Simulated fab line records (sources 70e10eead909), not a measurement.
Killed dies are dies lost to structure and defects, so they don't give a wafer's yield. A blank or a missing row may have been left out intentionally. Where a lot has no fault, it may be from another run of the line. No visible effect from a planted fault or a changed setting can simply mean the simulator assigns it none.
Which tool did it? | flow nand harc | 72 wafers from 24 lots sampled at 6 of the route's 1302 steps

## WHAT EACH GAUGE READ, for each wafer
The record holds no reading of a measuring or inspecting step that can be judged against a usual standard deviation.

## WHAT TOOL EACH LOT RAN ON (gives the tool, then ch and the chambers of the sampled wafers, and finally the start)
lot  | NHARC_A_CONTACT_ETCH_75            | NHARC_A_CONTACT_ETCH_77                       | NHARC_A_CONTACT_ETCH_124             | NHARC_A_CONTACT_ETCH_127             | NHARC_A_CONTACT_ETCH_135             | NHARC_A_CONTACT_ETCH_138
L075 | rie diel-11 ch 0,1, day 22 05:25   | rie diel-11 ch 2,3, day 22 06:59 or earlier   | har cap etch-02 ch 0,1, day 22 06:59 | har cap etch-02 ch 0,1, day 22 07:32 | har cap etch-02 ch 0,1, day 22 16:01 | har cap etch-02 ch 0,1, day 22 16:49
L074 | rie diel-04 ch 1,2,3, day 22 12:29 | rie diel-04 ch 1,2,3, day 22 13:55 or earlier | har cap etch-01 ch 0,1, day 22 13:55 | har cap etch-01 ch 0,1, day 22 14:28 | har cap etch-02 ch 0,1, day 22 23:28 | har cap etch-02 ch 0,1, day 23 00:17
L076 | rie diel-04 ch 2,3, day 22 19:49   | rie diel-04 ch 0,1, day 22 21:30 or earlier   | har cap etch-01 ch 0,1, day 22 21:30 | har cap etch-01 ch 0,1, day 22 22:03 | har cap etch-03 ch 0, day 23 06:29   | har cap etch-03 ch 0, day 23 07:18
L079 | rie diel-04 ch 0,1,3, day 23 03:22 | rie diel-04 ch 2,3, day 23 04:52 or earlier   | har cap etch-02 ch 0,1, day 23 04:52 | har cap etch-02 ch 0,1, day 23 05:24 | har cap etch-02 ch 0,1, day 23 12:44 | har cap etch-02 ch 0,1, day 23 13:32
L077 | rie diel-01 ch 0,1,3, day 23 06:18 | rie diel-01 ch 1,2,3, day 23 07:47 or earlier | har cap etch-01 ch 0,1, day 23 07:47 | har cap etch-01 ch 0,1, day 23 08:20 | har cap etch-01 ch 0,1, day 23 15:16 | har cap etch-01 ch 0,1, day 23 16:05
L078 | rie diel-11 ch 0,1,3, day 23 11:40 | rie diel-11 ch 2,3, day 23 13:21 or earlier   | har cap etch-03 ch 0,1, day 23 13:21 | har cap etch-03 ch 0,1, day 23 13:54 | har cap etch-02 ch 0,1, day 23 20:58 | har cap etch-02 ch 0,1, day 23 21:46
L081 | rie diel-04 ch 0,2,3, day 24 12:43 | rie diel-04 ch 1,2, day 24 14:10 or earlier   | har cap etch-02 ch 0, day 24 14:10   | har cap etch-02 ch 0, day 24 14:43   | har cap etch-02 ch 0,1, day 24 22:29 | har cap etch-02 ch 0,1, day 24 23:19
L080 | rie diel-11 ch 1,2,3, day 24 14:11 | rie diel-11 ch 0,1,2, day 24 15:56 or earlier | har cap etch-03 ch 0, day 24 15:56   | har cap etch-03 ch 0, day 24 16:30   | har cap etch-03 ch 1, day 25 00:04   | har cap etch-03 ch 1, day 25 00:53
L082 | rie diel-04 ch 0,1,2, day 25 05:38 | rie diel-04 ch 1,2,3, day 25 07:07 or earlier | har cap etch-02 ch 0,1, day 25 07:07 | har cap etch-02 ch 0,1, day 25 07:40 | har cap etch-02 ch 0, day 25 14:43   | har cap etch-02 ch 0, day 25 15:32
L083 | rie diel-04 ch 0,1, day 25 17:35   | rie diel-04 ch 0,2, day 25 19:20 or earlier   | har cap etch-01 ch 0,1, day 25 19:20 | har cap etch-01 ch 0,1, day 25 19:53 | har cap etch-01 ch 0,1, day 26 03:12 | har cap etch-01 ch 0,1, day 26 04:01
L084 | rie diel-11 ch 0,1,3, day 25 18:57 | rie diel-11 ch 1,2,3, day 25 20:25 or earlier | har cap etch-03 ch 0,1, day 25 20:25 | har cap etch-03 ch 0,1, day 25 21:08 | har cap etch-03 ch 0,1, day 26 05:14 | har cap etch-03 ch 0,1, day 26 06:41
L085 | rie diel-04 ch 1,2,3, day 26 06:32 | rie diel-04 ch 1,2, day 26 08:08 or earlier   | har cap etch-02 ch 0,1, day 26 08:08 | har cap etch-02 ch 0,1, day 26 08:41 | har cap etch-02 ch 0,1, day 26 17:38 | har cap etch-02 ch 0,1, day 26 18:27
L087 | rie diel-04 ch 1,2,3, day 26 21:29 | rie diel-04 ch 0,1,2, day 26 22:58 or earlier | har cap etch-01 ch 1, day 26 22:58   | har cap etch-01 ch 1, day 26 23:31   | har cap etch-01 ch 0,1, day 27 06:29 | har cap etch-01 ch 0,1, day 27 07:17
L086 | rie diel-11 ch 1,3, day 27 00:32   | rie diel-11 ch 0,1,3, day 27 02:00 or earlier | har cap etch-03 ch 0,1, day 27 02:00 | har cap etch-03 ch 0,1, day 27 02:33 | har cap etch-03 ch 0,1, day 27 09:32 | har cap etch-03 ch 0,1, day 27 10:21
L088 | rie diel-11 ch 1,2,3, day 27 16:23 | rie diel-11 ch 1,2, day 27 17:52 or earlier   | har cap etch-02 ch 0,1, day 27 17:52 | har cap etch-02 ch 0,1, day 27 18:25 | har cap etch-03 ch 0,1, day 28 03:29 | har cap etch-03 ch 0,1, day 28 04:19
L089 | rie diel-01 ch 0,1,2, day 28 02:26 | rie diel-01 ch 0,1,2, day 28 04:16 or earlier | har cap etch-01 ch 0,1, day 28 04:16 | har cap etch-01 ch 0,1, day 28 04:48 | har cap etch-03 ch 0,1, day 28 11:55 | har cap etch-03 ch 0,1, day 28 12:44
L090 | rie diel-04 ch 0,2,3, day 28 20:11 | rie diel-04 ch 0,1,3, day 28 21:42 or earlier | har cap etch-03 ch 0,1, day 28 21:42 | har cap etch-03 ch 0,1, day 28 22:15 | har cap etch-03 ch 0,1, day 29 06:31 | har cap etch-03 ch 0,1, day 29 07:20
L092 | rie diel-04 ch 2,3, day 29 01:19   | rie diel-04 ch 0,1,3, day 29 02:47 or earlier | har cap etch-01 ch 0, day 29 02:47   | har cap etch-01 ch 0, day 29 03:20   | har cap etch-02 ch 0,1, day 29 12:00 | har cap etch-02 ch 0,1, day 29 12:48
L091 | rie diel-04 ch 0,1,3, day 29 04:11 | rie diel-04 ch 2,3, day 29 05:42 or earlier   | har cap etch-02 ch 0,1, day 29 05:42 | har cap etch-02 ch 0,1, day 29 06:14 | har cap etch-03 ch 0,1, day 29 15:06 | har cap etch-03 ch 0,1, day 29 15:55
L093 | rie diel-04 ch 0,1,2, day 29 21:08 | rie diel-04 ch 1,3, day 29 22:35 or earlier   | har cap etch-02 ch 0,1, day 29 22:35 | har cap etch-02 ch 0,1, day 29 23:09 | har cap etch-02 ch 0, day 30 08:02   | har cap etch-02 ch 0, day 30 08:52
L095 | rie diel-04 ch 1,2, day 30 04:02   | rie diel-04 ch 2,3, day 30 05:32 or earlier   | har cap etch-01 ch 1, day 30 05:32   | har cap etch-01 ch 1, day 30 06:04   | har cap etch-02 ch 0, day 30 13:37   | har cap etch-02 ch 0, day 30 14:26
L094 | rie diel-11 ch 0,2,3, day 30 04:53 | rie diel-11 ch 0,1,2, day 30 06:20 or earlier | har cap etch-03 ch 0,1, day 30 06:20 | har cap etch-03 ch 0,1, day 30 06:53 | har cap etch-01 ch 0,1, day 30 14:45 | har cap etch-01 ch 0,1, day 30 15:34
L096 | rie diel-04 ch 1,2,3, day 30 07:15 | rie diel-04 ch 1,2, day 30 08:49 or earlier   | har cap etch-01 ch 0,1, day 30 08:49 | har cap etch-01 ch 0,1, day 30 09:21 | har cap etch-02 ch 0,1, day 30 17:44 | har cap etch-02 ch 0,1, day 30 18:33
L097 | rie diel-01 ch 0,1,2, day 30 21:56 | rie diel-01 ch 0,2,3, day 30 23:26 or earlier | har cap etch-03 ch 0,1, day 30 23:26 | har cap etch-03 ch 0,1, day 30 23:59 | har cap etch-01 ch 0,1, day 31 06:59 | har cap etch-01 ch 0,1, day 31 07:49
- NHARC_A_CONTACT_ETCH_75: etches the open film in CF4, target depth 39 nm, time 65 s.
- NHARC_A_CONTACT_ETCH_77: etches the open film in CF4/CHF3, target depth 108.9 nm, time 54.5 s.
- NHARC_A_CONTACT_ETCH_124: etches the open film in C4F8/O2/Ar, time 140 s, target depth 700 nm.
- NHARC_A_CONTACT_ETCH_127: etches the open film in C4F8/O2/Ar, time 197 s, target depth 1918 nm.
- NHARC_A_CONTACT_ETCH_135: etches the open film in C4F8/O2/Ar, time 311 s, target depth 1912 nm.
- NHARC_A_CONTACT_ETCH_138: etches the open film in C4F8/O2/Ar, time 311 s, target depth 1914 nm.

## AS READ BY THE TOOLS THEMSELVES (means over the sampled wafers that have a number; for cases with no such wafer, the mark the record gives instead)
NHARC_A_CONTACT_ETCH_75. Usual: cf4 flow sccm 150.0 sccm, standard deviation 0.46; drypump motor current A 5.6 A, standard deviation 0.51; oes product au 1.003 a.u., standard deviation 0.013; rf vpp V 151.5 V, standard deviation 1.2; showerhead plenum p Torr 1.79 Torr, standard deviation 0.068; throttle valve pct 13.283 %, standard deviation 0.0089.
lot  | tool        | cf4 flow sccm (sccm) | drypump motor current A (A) | oes product au (a.u.) | rf vpp V (V) | showerhead plenum p Torr (Torr) | throttle valve pct (%) | flag
L075 | rie diel-11 | 150.0                | 4.8                         | 1.000                 | 152.1        | 1.84                            | 13.290                 |
L074 | rie diel-04 | 149.5                | 5.7                         | 1.014                 | 151.7        | 1.78                            | 13.279                 |
L076 | rie diel-04 | 150.0                | 5.8                         | 1.025                 | 152.3        | 1.82                            | 13.289                 |
L079 | rie diel-04 | 150.4                | 5.6                         | 1.003                 | 151.3        | 1.76                            | 13.282                 |
L077 | rie diel-01 | 150.2                | 5.6                         | 1.003                 | 151.7        | 1.82                            | 13.288                 |
L078 | rie diel-11 | 150.5                | 5.0                         | 0.994                 | 151.6        | 1.79                            | 13.269                 |
L081 | rie diel-04 | 149.8                | 5.6                         | 0.998                 | 151.1        | 1.81                            | 13.286                 |
L080 | rie diel-11 | 149.8                | 5.4                         | 0.996                 | 151.7        | 1.79                            | 13.280                 |
L082 | rie diel-04 | 150.2                | 5.8                         | 1.002                 | 152.0        | 1.81                            | 13.288                 |
L083 | rie diel-04 | 150.1                | 5.8                         | 1.006                 | 150.7        | 1.76                            | 13.283                 |
L084 | rie diel-11 | 149.6                | 5.0                         | 1.000                 | 151.3        | 1.78                            | 13.283                 |
L085 | rie diel-04 | 150.1                | 5.7                         | 1.004                 | 150.6        | 1.77                            | 13.290                 |
L087 | rie diel-04 | 149.9                | 5.7                         | 1.000                 | 151.7        | 1.77                            | 13.284                 |
L086 | rie diel-11 | 150.2                | 5.1                         | 0.996                 | 152.5        | 1.84                            | 13.282                 |
L088 | rie diel-11 | 149.8                | 5.4                         | 1.008                 | 151.3        | 1.78                            | 13.288                 |
L089 | rie diel-01 | 149.9                | 5.9                         | 0.994                 | 152.4        | 1.85                            | 13.285                 |
L090 | rie diel-04 | 149.8                | 5.6                         | 0.999                 | 151.1        | 1.80                            | 13.284                 |
L092 | rie diel-04 | 150.2                | 5.8                         | 1.002                 | 153.0        | 1.81                            | 13.282                 |
L091 | rie diel-04 | 149.6                | 5.5                         | 1.006                 | 151.0        | 1.75                            | 13.273                 |
L093 | rie diel-04 | 150.2                | 5.8                         | 1.009                 | 151.1        | 1.80                            | 13.277                 |
L095 | rie diel-04 | 149.7                | 6.1                         | 1.012                 | 151.9        | 1.82                            | 13.277                 |
L094 | rie diel-11 | 149.8                | 5.4                         | 1.007                 | 151.7        | 1.72                            | 13.280                 |
L096 | rie diel-04 | 150.0                | 5.7                         | 1.000                 | 151.0        | 1.77                            | 13.278                 |
L097 | rie diel-01 | 150.2                | 5.9                         | 0.996                 | 152.5        | 1.84                            | 13.292                 |

NHARC_A_CONTACT_ETCH_77. Usual: cf4 flow sccm 100.0 sccm, standard deviation 0.31; drypump motor current A 5.6 A, standard deviation 0.49; oes product au 0.939 a.u., standard deviation 0.026; rf vpp V 371.3 V, standard deviation 2.2; showerhead plenum p Torr 1.59 Torr, standard deviation 0.061; throttle valve pct 16.802 %, standard deviation 0.0089.
lot  | tool        | cf4 flow sccm (sccm) | drypump motor current A (A) | oes product au (a.u.) | rf vpp V (V) | showerhead plenum p Torr (Torr) | throttle valve pct (%) | flag
L075 | rie diel-11 | 99.8                 | 5.8                         | 0.908                 | 370.3        | 1.55                            | 16.805                 |
L074 | rie diel-04 | 99.9                 | 5.8                         | 0.940                 | 371.4        | 1.58                            | 16.805                 |
L076 | rie diel-04 | 100.1                | 5.6                         | 0.959                 | 371.4        | 1.60                            | 16.795                 |
L079 | rie diel-04 | 99.7                 | 5.8                         | 1.000                 | 371.9        | 1.62                            | 16.802                 |
L077 | rie diel-01 | 100.1                | 5.9                         | 0.921                 | 372.1        | 1.63                            | 16.795                 |
L078 | rie diel-11 | 99.8                 | 5.6                         | 0.924                 | 369.5        | 1.54                            | 16.800                 |
L081 | rie diel-04 | 100.4                | 6.0                         | 0.937                 | 371.4        | 1.58                            | 16.795                 |
L080 | rie diel-11 | 100.0                | 5.2                         | 0.926                 | 371.5        | 1.59                            | 16.799                 |
L082 | rie diel-04 | 99.8                 | 5.8                         | 0.923                 | 370.6        | 1.57                            | 16.804                 |
L083 | rie diel-04 | 99.8                 | 5.7                         | 0.928                 | 373.3        | 1.64                            | 16.798                 |
L084 | rie diel-11 | 100.1                | 5.4                         | 0.913                 | 371.1        | 1.59                            | 16.800                 |
L085 | rie diel-04 | 100.0                | 6.0                         | 0.924                 | 371.3        | 1.58                            | 16.799                 |
L087 | rie diel-04 | 99.9                 | 5.9                         | 0.929                 | 371.6        | 1.61                            | 16.813                 |
L086 | rie diel-11 | 100.4                | 5.0                         | 0.977                 | 370.9        | 1.58                            | 16.800                 |
L088 | rie diel-11 | 99.8                 | 5.6                         | 0.986                 | 371.0        | 1.60                            | 16.813                 |
L089 | rie diel-01 | 99.9                 | 5.9                         | 0.924                 | 372.9        | 1.65                            | 16.799                 |
L090 | rie diel-04 | 100.3                | 5.5                         | 0.931                 | 370.1        | 1.56                            | 16.797                 |
L092 | rie diel-04 | 100.3                | 5.5                         | 0.922                 | 370.7        | 1.56                            | 16.798                 |
L091 | rie diel-04 | 99.9                 | 5.8                         | 0.925                 | 372.3        | 1.61                            | 16.797                 |
L093 | rie diel-04 | 99.6                 | 5.7                         | 0.927                 | 369.5        | 1.53                            | 16.810                 |
L095 | rie diel-04 | 99.9                 | 5.5                         | 0.925                 | 371.1        | 1.56                            | 16.791                 |
L094 | rie diel-11 | 99.7                 | 5.2                         | 0.968                 | 371.8        | 1.58                            | 16.799                 |
L096 | rie diel-04 | 99.9                 | 6.1                         | 0.972                 | 371.8        | 1.61                            | 16.806                 |
L097 | rie diel-01 | 100.1                | 6.1                         | 0.931                 | 372.1        | 1.59                            | 16.809                 |

NHARC_A_CONTACT_ETCH_124. Usual: 0.999 a.u. for oes air line au, sd 0.019.
lot  | tool            | oes air line au (a.u.) | flag
L075 | har cap etch-02 | 0.999                  |
L074 | har cap etch-01 | 1.011                  |
L076 | har cap etch-01 | 1.021                  |
L079 | har cap etch-02 | 0.996                  |
L077 | har cap etch-01 | 1.025                  |
L078 | har cap etch-03 | 0.997                  |
L081 | har cap etch-02 | 0.976                  |
L080 | har cap etch-03 | 0.994                  |
L082 | har cap etch-02 | 1.001                  |
L083 | har cap etch-01 | 1.013                  |
L084 | har cap etch-03 | 0.984                  |
L085 | har cap etch-02 | 0.989                  |
L087 | har cap etch-01 | 0.998                  |
L086 | har cap etch-03 | 1.021                  |
L088 | har cap etch-02 | 0.981                  |
L089 | har cap etch-01 | 1.025                  |
L090 | har cap etch-03 | 0.991                  |
L092 | har cap etch-01 | 0.985                  |
L091 | har cap etch-02 | 0.996                  |
L093 | har cap etch-02 | 0.995                  |
L095 | har cap etch-01 | 1.025                  |
L094 | har cap etch-03 | 0.998                  |
L096 | har cap etch-01 | 1.009                  |
L097 | har cap etch-03 | 1.001                  |

NHARC_A_CONTACT_ETCH_127. Usual: 0.998 a.u. for oes air line au, sd 0.02.
lot  | tool            | oes air line au (a.u.) | flag
L075 | har cap etch-02 | 0.991                  |
L074 | har cap etch-01 | 0.996                  |
L076 | har cap etch-01 | 1.005                  |
L079 | har cap etch-02 | 1.001                  |
L077 | har cap etch-01 | 1.004                  |
L078 | har cap etch-03 | 0.985                  |
L081 | har cap etch-02 | 1.001                  |
L080 | har cap etch-03 | 0.985                  |
L082 | har cap etch-02 | 0.979                  |
L083 | har cap etch-01 | 0.991                  |
L084 | har cap etch-03 | 1.006                  |
L085 | har cap etch-02 | 0.995                  |
L087 | har cap etch-01 | 1.010                  |
L086 | har cap etch-03 | 0.996                  |
L088 | har cap etch-02 | 1.010                  |
L089 | har cap etch-01 | 1.000                  |
L090 | har cap etch-03 | 0.994                  |
L092 | har cap etch-01 | 0.977                  |
L091 | har cap etch-02 | 1.015                  |
L093 | har cap etch-02 | 1.006                  |
L095 | har cap etch-01 | 1.014                  |
L094 | har cap etch-03 | 0.992                  |
L096 | har cap etch-01 | 1.023                  |
L097 | har cap etch-03 | 0.972                  |

NHARC_A_CONTACT_ETCH_135. Usual: 0.999 a.u. for oes air line au, sd 0.02.
lot  | tool            | oes air line au (a.u.) | flag
L075 | har cap etch-02 | 1.014                  |
L074 | har cap etch-02 | 1.002                  |
L076 | har cap etch-03 | 1.017                  |
L079 | har cap etch-02 | 0.981                  |
L077 | har cap etch-01 | 1.022                  |
L078 | har cap etch-02 | 1.010                  |
L081 | har cap etch-02 | 1.002                  |
L080 | har cap etch-03 | 1.022                  |
L082 | har cap etch-02 | 0.977                  |
L083 | har cap etch-01 | 0.977                  |
L084 | har cap etch-03 | 0.995                  |
L085 | har cap etch-02 | 0.985                  |
L087 | har cap etch-01 | 0.987                  |
L086 | har cap etch-03 | 1.008                  |
L088 | har cap etch-03 | 1.028                  |
L089 | har cap etch-03 | 0.997                  |
L090 | har cap etch-03 | 1.015                  |
L092 | har cap etch-02 | 0.977                  |
L091 | har cap etch-03 | 0.991                  |
L093 | har cap etch-02 | 1.003                  |
L095 | har cap etch-02 | 1.007                  |
L094 | har cap etch-01 | 0.995                  |
L096 | har cap etch-02 | 1.011                  |
L097 | har cap etch-01 | 1.005                  |

NHARC_A_CONTACT_ETCH_138. Usual: 1.003 a.u. for oes air line au, sd 0.021.
lot  | tool            | oes air line au (a.u.) | flag
L075 | har cap etch-02 | 0.999                  |
L074 | har cap etch-02 | 1.018                  |
L076 | har cap etch-03 | 1.013                  |
L079 | har cap etch-02 | 1.001                  |
L077 | har cap etch-01 | 0.971                  |
L078 | har cap etch-02 | 0.995                  |
L081 | har cap etch-02 | 1.036                  |
L080 | har cap etch-03 | 0.989                  |
L082 | har cap etch-02 | 0.987                  |
L083 | har cap etch-01 | 0.979                  |
L084 | har cap etch-03 | 1.028                  |
L085 | har cap etch-02 | 0.999                  |
L087 | har cap etch-01 | 1.013                  |
L086 | har cap etch-03 | 1.003                  |
L088 | har cap etch-03 | 1.001                  |
L089 | har cap etch-03 | 1.015                  |
L090 | har cap etch-03 | 0.984                  |
L092 | har cap etch-02 | 1.022                  |
L091 | har cap etch-03 | 0.995                  |
L093 | har cap etch-02 | 0.977                  |
L095 | har cap etch-02 | 0.987                  |
L094 | har cap etch-01 | 1.008                  |
L096 | har cap etch-02 | 0.977                  |
L097 | har cap etch-01 | 0.996                  |

## THE ANSWER, worked out from the rows above alone
Rule: lot off if the mean of its wafers having a number is beyond 3 standard deviations from the usual mean. Also off: a lot with no number at a reading for which 4 or more lots have one. Any other lot the step has rows for is counted as sound. First the gauges in route order, then the tools' own readings, where a lot's mean is used as printed above. At the first step where some lot is off, the reading lying furthest off is the one used; lots without a number count as furthest.
None of the lots is off at any reading shown; this tells nothing.

## WHAT WAS PUT IN BY THE SIMULATOR
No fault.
